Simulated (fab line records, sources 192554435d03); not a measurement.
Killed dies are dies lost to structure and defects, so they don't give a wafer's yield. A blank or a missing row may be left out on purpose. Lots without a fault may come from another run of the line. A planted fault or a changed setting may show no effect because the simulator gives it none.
Which tool did it? | flow n5_finfet | 9 lots, 27 wafers sampled, at 5 steps of a route of 1938

WHAT THE GAUGES READ, wafer by wafer
N5_FIN_SAQP_CD_MEAS_37: target cd 8 nm.
lot  | measured    | on        | cd_nm (nm)
L354 | day 2 19:55 | cd_sem-02 | 8.64 8.13 8.46
L355 | day 3 02:01 | cd_sem-01 | 8.08 8.23 7.85
L360 | day 4 08:01 | cd_sem-02 | 8.34 8.08 8.25
L362 | day 4 19:56 | cd_sem-01 | 8.80 8.24 7.88
L366 | day 5 21:19 | cd_sem-01 | 8.42 8.58 8.43
L367 | day 6 02:25 | cd_sem-02 | 7.96 7.95 8.24
L368 | day 6 08:18 | cd_sem-03 | 8.35 8.44 8.31
L373 | day 7 14:21 | cd_sem-03 | 8.09 7.90 7.92
L374 | day 7 19:49 | cd_sem-01 | 8.18 8.38 7.59

N5_BEOL_M4_RC_MEAS_101.
lot  | measured     | on        | DIBL_N (mV/V)  | DIBL_P (mV/V)  | IOFF_N (nA/um) | IOFF_P (nA/um) | ION_N (uA/um) | ION_P (uA/um) | SS_N (mV/dec)  | SS_P (mV/dec)  | VT_N (mV)   | VT_P (mV)
L354 | day 9 19:53  | prober-02 | 38.2 35.4 36.1 | 38.0 34.7 35.7 | 0.18 0.13 0.15 | 0.24 0.20 0.21 | 671 674 661   | 462 470 462   | 72.3 71.2 71.0 | 73.9 72.7 72.8 | 249 253 250 | -246 -248 -251
L355 | day 9 22:57  | prober-02 | 34.1 36.1 33.6 | 34.9 36.7 34.7 | 0.11 0.13 0.11 | 0.15 0.18 0.15 | 642 654 647   | 447 443 446   | 71.1 71.3 70.5 | 73.3 72.7 72.5 | 257 257 256 | -253 -252 -255
L360 | day 10 21:43 | prober-01 | 35.9 35.4 37.8 | 35.9 35.4 37.7 | 0.17 0.15 0.20 | 0.25 0.24 0.29 | 683 667 672   | 479 470 474   | 71.0 72.1 71.9 | 72.7 72.2 73.1 | 246 250 245 | -243 -244 -243
L362 | day 10 21:02 | prober-02 | 37.4 36.3 37.2 | 38.1 37.3 36.4 | 0.18 0.16 0.16 | 0.23 0.23 0.21 | 675 687 689   | 459 471 470   | 71.5 71.8 71.9 | 74.1 73.4 73.1 | 248 249 248 | -251 -250 -250
L366 | day 12 05:52 | prober-02 | 38.3 36.7 38.1 | 41.0 38.9 40.2 | 0.20 0.19 0.22 | 0.29 0.27 0.29 | 686 693 693   | 484 477 479   | 72.5 71.0 71.9 | 74.2 73.6 73.2 | 246 246 241 | -244 -244 -246
L367 | day 12 08:33 | prober-02 | 34.4 36.2 34.7 | 35.6 37.1 35.4 | 0.13 0.15 0.13 | 0.18 0.22 0.18 | 669 677 654   | 461 474 457   | 69.5 71.6 71.0 | 72.7 73.1 73.0 | 251 249 251 | -253 -247 -251
L368 | day 12 18:59 | prober-02 | 39.3 40.1 37.9 | 41.1 41.8 40.0 | 0.23 0.24 0.21 | 0.29 0.32 0.28 | 690 694 692   | 478 473 478   | 71.9 72.3 72.5 | 73.8 74.4 74.2 | 243 243 243 | -244 -242 -242
L373 | day 14 18:44 | prober-02 | 37.6 36.9 36.6 | 38.4 37.5 37.7 | 0.18 0.16 0.16 | 0.24 0.22 0.23 | 684 671 676   | 467 460 469   | 72.0 71.8 71.8 | 72.7 73.1 73.9 | 248 249 249 | -250 -254 -251
L374 | day 15 19:44 | prober-01 | 36.6 36.8 35.9 | 36.4 35.9 35.0 | 0.15 0.16 0.14 | 0.19 0.20 0.18 | 669 682 670   | 454 464 455   | 71.8 71.9 71.6 | 72.8 73.6 73.4 | 251 248 251 | -252 -253 -254

WHICH TOOL RAN EACH LOT (tool, then ch and the chambers of the sampled wafers, then the start)
lot  | N5_FIN_SAQP_ETCH_64             | N5_FIN_CUT_STRIP_24               | N5_FIN_CUT_CUT_ETCH_15
L354 | rie_si-02 ch 1,2, day 2 19:46   | rie_diel-06 ch 0,1,3, day 2 21:19 | rie_si-04 ch 1,3, day 2 21:32
L355 | rie_si-02 ch 1,2, day 3 01:52   | rie_diel-03 ch 0,2, day 3 03:06   | rie_si-01 ch 2,3, day 3 03:19
L360 | rie_si-02 ch 0,1, day 4 07:52   | rie_diel-03 ch 0,2,3, day 4 09:10 | rie_si-01 ch 1,2,3, day 4 09:22
L362 | rie_si-05 ch 1,2, day 4 19:47   | rie_diel-03 ch 1,2,3, day 4 20:56 | rie_si-04 ch 0,1,2, day 4 21:09
L366 | rie_si-05 ch 0,1,3, day 5 21:10 | rie_diel-06 ch 0,1,2, day 5 22:17 | rie_si-06 ch 0,1,2, day 5 22:30
L367 | rie_si-05 ch 1,2,3, day 6 02:16 | rie_diel-03 ch 0,1,2, day 6 03:23 | rie_si-04 ch 0,3, day 6 03:35
L368 | rie_si-05 ch 1,2, day 6 08:10   | rie_diel-03 ch 0,1,2, day 6 09:16 | rie_si-04 ch 0,2,3, day 6 09:29
L373 | rie_si-05 ch 2,3, day 7 14:13   | rie_diel-03 ch 0,2,3, day 7 15:28 | rie_si-01 ch 0,2,3, day 7 15:41
L374 | rie_si-02 ch 0,1,2, day 7 19:41 | rie_diel-06 ch 1,2,3, day 7 21:08 | rie_si-06 ch 0,1,2, day 7 21:21
- N5_FIN_SAQP_ETCH_64: etches SiO2 in CF4, target depth 1.5 nm.
- N5_FIN_CUT_STRIP_24: strips in CF4.
- N5_FIN_CUT_CUT_ETCH_15: etches Si in HBr/Cl2/O2, target depth 100 nm, bt time 10 s, time 42.4 s.

WHAT THE TOOLS THEMSELVES READ (means of the sampled wafers that have a number; where no wafer has one, the mark that the record gives instead)
N5_FIN_SAQP_ETCH_64.
lot  | tool      | bias_w (W) | drypump_motor_current_A (A) | oes_product_au (a.u.) | throttle_valve_pct (%)
L354 | rie_si-02 | 400.9      | 6.0                         | 0.999                 | 21.79
L355 | rie_si-02 | 400.2      | 6.0                         | 0.996                 | 21.80
L360 | rie_si-02 | 400.2      | 6.0                         | 0.999                 | 21.56
L362 | rie_si-05 | 399.4      | 5.8                         | 0.987                 | 21.88
L366 | rie_si-05 | 399.4      | 5.8                         | 1.008                 | 21.85
L367 | rie_si-05 | 400.5      | 6.0                         | 1.000                 | 21.88
L368 | rie_si-05 | 399.1      | 5.9                         | 0.990                 | 22.04
L373 | rie_si-05 | 400.8      | 6.2                         | 1.001                 | 21.86
L374 | rie_si-02 | 400.5      | 5.9                         | 0.985                 | 21.58

N5_FIN_CUT_STRIP_24.
lot  | tool        | drypump_motor_current_A (A) | oes_product_au (a.u.) | rf_vpp_V (V) | showerhead_plenum_p_Torr (Torr) | throttle_valve_pct (%)
L354 | rie_diel-06 | 5.7                         | 0.79                  | 271.0        | 1.82                            | 13.53
L355 | rie_diel-03 | 5.7                         | 0.78                  | 271.5        | 1.78                            | 13.35
L360 | rie_diel-03 | 5.6                         | 0.79                  | 272.1        | 1.81                            | 13.40
L362 | rie_diel-03 | 5.5                         | 0.84                  | 270.6        | 1.80                            | 13.34
L366 | rie_diel-06 | 5.9                         | 0.79                  | 270.7        | 1.79                            | 13.63
L367 | rie_diel-03 | 5.7                         | 0.81                  | 269.9        | 1.76                            | 13.34
L368 | rie_diel-03 | 5.6                         | 0.80                  | 270.3        | 1.76                            | 13.35
L373 | rie_diel-03 | 5.5                         | 0.78                  | 271.7        | 1.81                            | 13.46
L374 | rie_diel-06 | 5.8                         | 0.77                  | 270.6        | 1.78                            | 13.66

N5_FIN_CUT_CUT_ETCH_15.
lot  | tool      | drypump_motor_current_A (A) | oes_o_777_au (a.u.) | oes_product_au (a.u.) | throttle_valve_pct (%)
L354 | rie_si-04 | 6.1                         | 1.05                | 1.018                 | 36.8
L355 | rie_si-01 | 6.0                         | 0.93                | 0.978                 | 36.8
L360 | rie_si-01 | 5.7                         | 0.98                | 0.981                 | 36.8
L362 | rie_si-04 | 5.8                         | 0.98                | 1.005                 | 37.0
L366 | rie_si-06 | 5.5                         | 0.99                | 0.991                 | 37.2
L367 | rie_si-04 | 6.3                         | 1.00                | 1.020                 | 36.8
L368 | rie_si-04 | 6.0                         | 0.97                | 1.013                 | 36.8
L373 | rie_si-01 | 5.9                         | 0.95                | 0.977                 | 36.9
L374 | rie_si-06 | 5.5                         | 0.99                | 0.992                 | 37.2

THE ANSWER, worked out from the rows above alone
Rule: what is usual is taken from the lots themselves. Put in order of their means at a reading, lots are off if they are a third of the lots or fewer, leave a main group of 4 or more, and stand apart from it by a gap of 3 or more times the standard deviation of the main group's means; of several such gaps the widest counts. A main group whose means are all the same, to the digits that the tables above print for the reading, isn't used. A lot without any number at a reading at which 4 lots or more have one is off too. The other lots that the step has rows for count as sound. The gauges are gone through in route order, then the tools' own readings, and for those a lot's mean is taken as printed above. The first step at which some lot is off is used, and at that step the reading that is off furthest; a lot without a number counts as furthest.
No lot is off at any reading shown: from this, nothing can be told.

WHAT THE SIMULATOR HAD PUT IN
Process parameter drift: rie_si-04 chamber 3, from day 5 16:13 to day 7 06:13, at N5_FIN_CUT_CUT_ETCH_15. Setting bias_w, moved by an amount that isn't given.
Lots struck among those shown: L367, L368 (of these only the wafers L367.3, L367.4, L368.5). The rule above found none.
